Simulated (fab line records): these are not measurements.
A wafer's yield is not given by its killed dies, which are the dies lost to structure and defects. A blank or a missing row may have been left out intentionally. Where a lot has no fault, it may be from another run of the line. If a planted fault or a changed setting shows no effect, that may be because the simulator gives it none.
The same fault as seen by 2 desks :: flow n5 finfet :: each desk holds nothing but its own numbers, with what lay behind them at the end

## THE DEFECT DESK
What the inspections along the route counted, lot by lot: means of the sampled wafers that have a number. The brackets show how far a lot's mean lies from the usual mean; more than 4 standard deviations puts the lot out of limits, marked OUT.
Columns: A = raw defect count at N5_BEOL_M15_INSPECT_55, usual 77
lot: L128
first seen here: day 11 19:09
A: 69

lot: L129
first seen here: day 12 04:37
A: 109

lot: L134
first seen here: day 13 06:01
A: 85

lot: L131
first seen here: day 13 14:29
A: 89

lot: L133
first seen here: day 13 14:34
A: 56

lot: L132
first seen here: day 13 19:26
A: 108

lot: L137
first seen here: day 13 23:05
A: 98

lot: L138
first seen here: day 14 10:28
A: 92

lot: L150
first seen here: day 17 11:27
A: 72

lot: L151
first seen here: day 17 16:32
A: 67

lot: L149
first seen here: day 17 21:05
A: 96
This desk's verdict: no lot among the 11 shows anything out of limits.

## AT THE TOOL OWNER'S DESK: rtp anneal-02
Per lot that ran on this tool, the mean of the sampled wafers carrying a number, from the tool's own readings at N5_BEOL_M15_ANNEAL_48 (time 90 s). The brackets show how far a lot's mean lies from the usual mean; more than 4 standard deviations puts the lot out of limits, marked OUT.
Columns: A = wafer_temp_C_max at N5_BEOL_M15_ANNEAL_48, usual 225.91
lot: L129
first seen here: day 12 03:53
A: 225.99

lot: L134
first seen here: day 13 05:21
A: 225.99

lot: L131
first seen here: day 13 13:42
A: 225.92

lot: L132
first seen here: day 13 18:41
A: 225.86

lot: L137
first seen here: day 13 22:23
A: 244.18 (+73) OUT

lot: L138
first seen here: day 14 09:46
A: 244.25 (+73) OUT

lot: L150
first seen here: day 17 10:42
A: 225.78

lot: L149
first seen here: day 17 20:20
A: 226.02
This desk's finding: out of limits on L137, L138; first on L137, day 13 22:23 (wafer_temp_C_max at N5_BEOL_M15_ANNEAL_48). Within limits: L129, L134, L131, L132, L150, L149.

## PUT TOGETHER
An alarm could have come from the tool owner's desk at day 13 22:23, on L137, L138.
No out-of-limits result turned up at the defect desk.
The defect desk has L137, L138 on record, within its limits.
Every lot named ran N5_BEOL_M15_ANNEAL_48 on rtp anneal-02.

## WHAT HAD BEEN PUT IN BY THE SIMULATOR
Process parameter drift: rtp anneal-02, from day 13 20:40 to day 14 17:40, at N5_BEOL_M15_ANNEAL_48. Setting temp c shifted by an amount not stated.
Shown lots that were struck: L137, L138.
Time in hours from fault onset to the first out-of-limits reading at each desk: the tool owner's desk, 2.
